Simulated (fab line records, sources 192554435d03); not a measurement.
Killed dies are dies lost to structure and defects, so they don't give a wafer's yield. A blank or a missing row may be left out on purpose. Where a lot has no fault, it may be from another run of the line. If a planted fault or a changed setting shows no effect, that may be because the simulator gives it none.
Chamber matching / flow n5_finfet / N5_BEOL_M9_DESCUM_33 on rie_diel-01: 4 sister chambers
The step chemistry O2, time 7 s. 4 wafers are shown with their chamber, then 12 later ones without.

## WAFERS, EACH WITH ITS CHAMBER
wafer=L088.4; chamber=0; showerhead_plenum_p_Torr (Torr)=2.09
wafer=L091.2; chamber=1; showerhead_plenum_p_Torr (Torr)=2.11
wafer=L091.5; chamber=3; showerhead_plenum_p_Torr (Torr)=2.12
wafer=L091.6; chamber=2; showerhead_plenum_p_Torr (Torr)=2.03

## WAFERS WHOSE CHAMBER IS MISSING
wafer=L090.2; showerhead_plenum_p_Torr (Torr)=2.03
wafer=L090.5; showerhead_plenum_p_Torr (Torr)=2.09
wafer=L090.6; showerhead_plenum_p_Torr (Torr)=2.12
wafer=L094.1; showerhead_plenum_p_Torr (Torr)=2.02
wafer=L094.2; showerhead_plenum_p_Torr (Torr)=2.09
wafer=L094.6; showerhead_plenum_p_Torr (Torr)=2.12
wafer=L097.1; showerhead_plenum_p_Torr (Torr)=2.12
wafer=L097.2; showerhead_plenum_p_Torr (Torr)=2.11
wafer=L097.5; showerhead_plenum_p_Torr (Torr)=2.12
wafer=L095.1; showerhead_plenum_p_Torr (Torr)=2.02
wafer=L095.2; showerhead_plenum_p_Torr (Torr)=2.12
wafer=L095.4; showerhead_plenum_p_Torr (Torr)=2.08

## WHICH CHAMBER EACH ONE RAN IN
wafer=L090.2; from the rows above=2; in truth=2
wafer=L090.5; from the rows above=0; in truth=0
wafer=L090.6; from the rows above=3; in truth=3
wafer=L094.1; from the rows above=2; in truth=2
wafer=L094.2; from the rows above=0; in truth=0
wafer=L094.6; from the rows above=3; in truth=3
wafer=L097.1; from the rows above=3; in truth=3
wafer=L097.2; from the rows above=1; in truth=1
wafer=L097.5; from the rows above=3; in truth=3
wafer=L095.1; from the rows above=2; in truth=2
wafer=L095.2; from the rows above=3; in truth=3
wafer=L095.4; from the rows above=0; in truth=0
12 of 12 placed correctly. From these rows, 0 cannot be placed. Placed wrongly: 0.
How it was worked out, from the rows above alone: a wafer's distance from a chamber is the root of the sum, over the readings, of the square of ((its reading less the chamber's mean) divided by the reading's scatter). If the next closest chamber is less than 2 further off than the closest, the wafer can't be placed; otherwise it belongs to the closest. For every chamber, the mean is computed from those of its wafers that are shown. The scatter (one wafer shown for each chamber): square how far every hidden wafer sits from the nearest shown wafer, average those squares and take the square root.
